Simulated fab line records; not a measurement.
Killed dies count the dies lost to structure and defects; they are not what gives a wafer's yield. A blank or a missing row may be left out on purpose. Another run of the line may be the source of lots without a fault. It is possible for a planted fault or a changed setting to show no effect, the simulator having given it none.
Matching of chambers | flow n5Finfet | N5_BEOL_M12_DESCUM_33 on rieDiel-03: 4 sister chambers
The step chemistry O2, time 7.9 s. 27 wafers are shown with their chamber, then 12 later ones without.

WAFERS, EACH WITH ITS CHAMBER
wafer  | chamber | drypumpMotorCurrentA (A) | showerheadPlenumPTorr (Torr) | throttleValvePct (%)
L075.1 | 2       | 6.7                      | 2.11                         | 20.56
L075.2 | 3       | 5.6                      | 2.15                         | 20.60
L075.6 | 2       | 6.7                      | 2.11                         | 20.55
L078.2 | 3       | 5.6                      | 2.14                         | 20.64
L078.3 | 0       | 6.0                      | 2.01                         | 20.45
L078.6 | 0       | 6.0                      | 2.01                         | 20.44
L077.4 | 0       | 6.0                      | 2.01                         | 20.44
L077.5 | 0       | 6.0                      | 2.01                         | 20.42
L077.6 | 3       | 5.6                      | 2.14                         | 20.60
L081.1 | 0       | 6.0                      | 2.00                         | 20.43
L081.2 | 2       | 6.8                      | 2.11                         | 20.60
L081.6 | 1       | 6.4                      | 2.12                         | 20.25
L083.2 | 2       | 6.7                      | 2.10                         | 20.62
L083.3 | 3       | 5.6                      | 2.14                         | 20.63
L083.6 | 0       | 6.0                      | 2.00                         | 20.46
L085.1 | 0       | 6.0                      | 2.00                         | 20.46
L085.4 | 1       | 6.5                      | 2.11                         | 20.27
L085.6 | 1       | 6.5                      | 2.11                         | 20.28
L087.1 | 2       | 6.7                      | 2.10                         | 20.61
L087.2 | 3       | 5.6                      | 2.14                         | 20.62
L087.5 | 0       | 6.0                      | 2.00                         | 20.46
L090.2 | 3       | 5.6                      | 2.14                         | 20.63
L090.4 | 0       | 6.0                      | 2.00                         | 20.47
L090.6 | 0       | 6.0                      | 2.00                         | 20.46
L091.2 | 0       | 6.0                      | 2.00                         | 20.46
L091.5 | 3       | 5.6                      | 2.13                         | 20.64
L091.6 | 2       | 6.7                      | 2.10                         | 20.63

SIGNATURES (averages over the wafers above)
reading               | chamber 0 | chamber 1 | chamber 2 | chamber 3 | scatter within a chamber
drypumpMotorCurrentA  | 6.000     | 6.467     | 6.717     | 5.600     | 0.0255
showerheadPlenumPTorr | 2.0036    | 2.1133    | 2.1050    | 2.1400    | 0.0054
throttleValvePct      | 20.4500   | 20.2667   | 20.5950   | 20.6229   | 0.0208
Rule: a wafer lies at a distance from a chamber equal to the root of the sum of squares, over the readings, of (its reading less the chamber's mean, divided by the reading's scatter). The wafer belongs to the nearest chamber; if the next one is less than 2 further off, it can't be placed. The scatter: the root of (the sum of the squares of (reading less its chamber's mean) over the shown wafers, divided by (wafers less chambers)).

WAFERS MISSING THEIR CHAMBER
wafer  | drypumpMotorCurrentA (A) | showerheadPlenumPTorr (Torr) | throttleValvePct (%)
L088.2 | 6.7                      | 2.10                         | 20.64
L088.3 | 6.0                      | 2.00                         | 20.48
L088.6 | 5.6                      | 2.13                         | 20.64
L092.1 | 6.0                      | 2.00                         | 20.48
L092.2 | 5.6                      | 2.13                         | 20.65
L092.4 | 6.5                      | 2.11                         | 20.30
L093.2 | 6.7                      | 2.10                         | 20.65
L093.4 | 5.6                      | 2.13                         | 20.64
L093.6 | 5.9                      | 2.00                         | 20.49
L097.1 | 6.7                      | 2.10                         | 20.64
L097.5 | 5.6                      | 2.13                         | 20.66
L097.6 | 6.7                      | 2.10                         | 20.64

THE CHAMBER EACH PASSED THROUGH
wafer  | from the rows above | in truth
L088.2 | 2                   | 2
L088.3 | 0                   | 0
L088.6 | 3                   | 3
L092.1 | 0                   | 0
L092.2 | 3                   | 3
L092.4 | 1                   | 1
L093.2 | 2                   | 2
L093.4 | 3                   | 3
L093.6 | 0                   | 0
L097.1 | 2                   | 2
L097.5 | 3                   | 3
L097.6 | 2                   | 2
Correct placement for 12 of the 12. Left unplaced by these rows: 0. Number placed wrongly: 0.
